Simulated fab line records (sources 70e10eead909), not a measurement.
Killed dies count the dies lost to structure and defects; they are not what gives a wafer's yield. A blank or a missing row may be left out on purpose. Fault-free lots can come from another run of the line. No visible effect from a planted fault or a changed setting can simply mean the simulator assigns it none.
Code-filled problem report in 8D (eight disciplines) form ; flow nand_harc ; the parts of the form that need people (team, actions taken, sign-off) are left out

1. PROBLEM STATEMENT
Mean of heater_power_total_W at NHARC_P_ZERO_WELL_SOFTBAKE_06: 208.3 W across 3 wafers in 2 lots; on wafers with no fault it is 200.8 W (standard deviation 1.2). Relative to the usual mean, that is a shift of +6.3 standard deviations.
The step: time 70 s.
Earliest sighting: wafer L161.6 on litho_track-03 at day 3 22:00. The record holds 36 wafers of 12 lots with a number at this step. Rule for "out" (also "out of limits"): further than 4 standard deviations from the usual mean. Any other wafer with a number is counted as sound.

2. WHAT IT IS, WHAT IT ISN'T
question;is;is not
which readings at this step;heater_power_total_W;-
which lots;L161, L162;L156, L158, L168, L169, L170, L171, L172, L173, L176, L177
which wafers of those lots;L161.6, L162.4, L162.6;L161.1, L161.2, L162.1
read on which tools;litho_track-03;litho_track-02, litho_track-07
when;from day 3 22:00;"up to then (8 sound wafers); but 25 sound wafers of L162, L168, L169, L170, L171, L172, L173, L176, L177 came after"

3. THE SUSPECTS, EACH WITH WHAT RULES IT OUT
Counting: a tool at a process step up to the reading stays a suspect if it ran every lot that is out. Sound lots after the first of them don't rule it out here, since some wafers of a struck lot are sound.
- litho_track-03 at NHARC_P_ZERO_WELL_SOFTBAKE_06 (time 70 s): kept. It processed each lot that is out (first: L161, day 3 22:00); up to then, its last sound lot is L158 (day 2 16:00). Its own readings are out on those wafers: heater_power_total_W.
Left after counting: litho_track-03 at NHARC_P_ZERO_WELL_SOFTBAKE_06.

4. THE CAUSE (what the simulator had put in)
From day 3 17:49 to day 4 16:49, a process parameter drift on litho_track-03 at NHARC_P_ZERO_WELL_SOFTBAKE_06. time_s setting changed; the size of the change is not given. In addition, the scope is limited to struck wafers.
This tool alone remained once counting was done.

5. THE CHAIN OF EFFECTS, in route order
Each row: a reading where the mean over the struck wafers with a number is more than 3 standard deviations away from the usual. Scope: only readings with a usual standard deviation given in the record; hours: median across lots of the time from each lot's start at the first step in this table that gives one to its start at this step; sigmas: change in usual standard deviations.
hours;step;reading;usual;on struck wafers;change;sigmas
0;NHARC_P_ZERO_WELL_SOFTBAKE_06;heater_power_total_W;200.8 W;208.3;+7.5;+6.3
Here are the process steps it includes:
- NHARC_P_ZERO_WELL_SOFTBAKE_06: time 70 s.
At these later measuring or inspecting steps, every struck wafer for which the step has a row has a number for every such reading, and none has moved that far: NHARC_P_ZERO_WELL_CD_MEAS_37, NHARC_END_SORT_01.

6. WHAT WOULD HAVE CAUGHT IT SOONER
In this record no reading fell out of limits until day 3 22:00, 4 hours after the fault had begun at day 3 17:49.
